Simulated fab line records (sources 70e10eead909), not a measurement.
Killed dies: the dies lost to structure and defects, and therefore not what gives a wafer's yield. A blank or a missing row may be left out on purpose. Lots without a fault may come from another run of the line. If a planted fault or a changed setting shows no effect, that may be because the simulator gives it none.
A lot that was struck, set against a sound lot / flow nand-harc / 14 out of 1159 route steps
Sound: the wafers L241.1, L241.4, L241.5. Wafers L252.1, L252.3, L252.6 were the ones struck. The cause is named last.
Order at every step that has rows: each side's tool, ch and its chambers, its first start. Under that, the readings that differ: sound wafers / struck wafers / difference of the means / sigmas: that difference in standard deviations of wafers without a fault.
alike: words and numbers the same on both sides, and readings whose means are apart by under 2 such deviations; not compared: readings that were withheld, readings missing a value for some wafer, numbers with overlapping values and no deviation given by the record, and bounds like >300 which may hide the same value.
A row with sigmas, a row that says differs or no value, or rows on one side alone: a step with any of these is where the two part. When numbers do not overlap yet have no deviation, they are printed without sigmas and do not part them. A reading missing from all wafers of one side parts the sides only when that side holds two or more wafers.

NHARC_A_ZERO_WELL_INSPECT_17:
  sound on defect-inspect-01 at day 7 02:28; struck on defect-inspect-01 at day 9 17:27
  alike: raw-defect-count
then, 3 steps without rows for these wafers: NHARC_A_SOURCE_PLATE_PRECLEAN_00 (cleans in HF-LAST, time 60 s); NHARC_A_SOURCE_PLATE_SRD_01; NHARC_A_SOURCE_PLATE_OXIDE_02 (material SiO2, target thk 10 nm, ox time 1362 s).
NHARC_A_SOURCE_PLATE_THK_MEAS_09: measures by ellipsometry.
  sound on film-metro-01 at day 7 09:31; struck on film-metro-01 at day 10 00:50
  alike: thk-nm
then, 3 steps without rows for these wafers: NHARC_A_SOURCE_PLATE_PVD_04 (deposits WSi2, target thk 50 nm); NHARC_A_SOURCE_PLATE_CVD_03 (deposits poly-Si, target thk 200 nm, time 4000 s); NHARC_A_SOURCE_PLATE_ANNEAL_05 (time 1800 s).
NHARC_A_SOURCE_PLATE_THK_MEAS_06: measures by ellipsometry.
  sound on film-metro-02 at day 8 02:01; struck on film-metro-02 at day 10 14:21
  alike: thk-nm
NHARC_A_SOURCE_PLATE_INSPECT_08:
  sound on defect-inspect-02 at day 8 02:04; struck on defect-inspect-02 at day 10 14:25
  alike: raw-defect-count
NHARC_A_ONON_D1_DEP_00: target thk 1000 nm.
  sound on pecvd-onon-03 ch 0, day 8 02:08; struck on pecvd-onon-01 ch 0, day 10 14:29
  alike: susceptor-temp-C
NHARC_A_ONON_D1_THK_MEAS_02: measures by ellipsometry.
  sound on film-metro-01 at day 8 02:39; struck on film-metro-01 at day 10 14:59
reading=thk-nm (nm); sound=992 994 994; struck=424 425 426; difference=-568; sigmas=-68
then, 1 step without rows for these wafers: NHARC_A_ONON_D1_DEP_03 (target thk 1000 nm).
-- jump in the record: it breaks off in module A_ONON_D1 and resumes in module END (first step shown: number 1159 of the route), and 12 days separate the struck wafers' starts before and after --
NHARC_END_SORT_01:
  only the struck wafers appear in the record here, on prober-01 ch 0 at day 22 04:05; the sound ones have no rows

## WHERE THEY PART
Last at NHARC_END_SORT_01 as far as this record goes, first at NHARC_A_ONON_D1_THK_MEAS_02.

WHY: what the simulator had put in
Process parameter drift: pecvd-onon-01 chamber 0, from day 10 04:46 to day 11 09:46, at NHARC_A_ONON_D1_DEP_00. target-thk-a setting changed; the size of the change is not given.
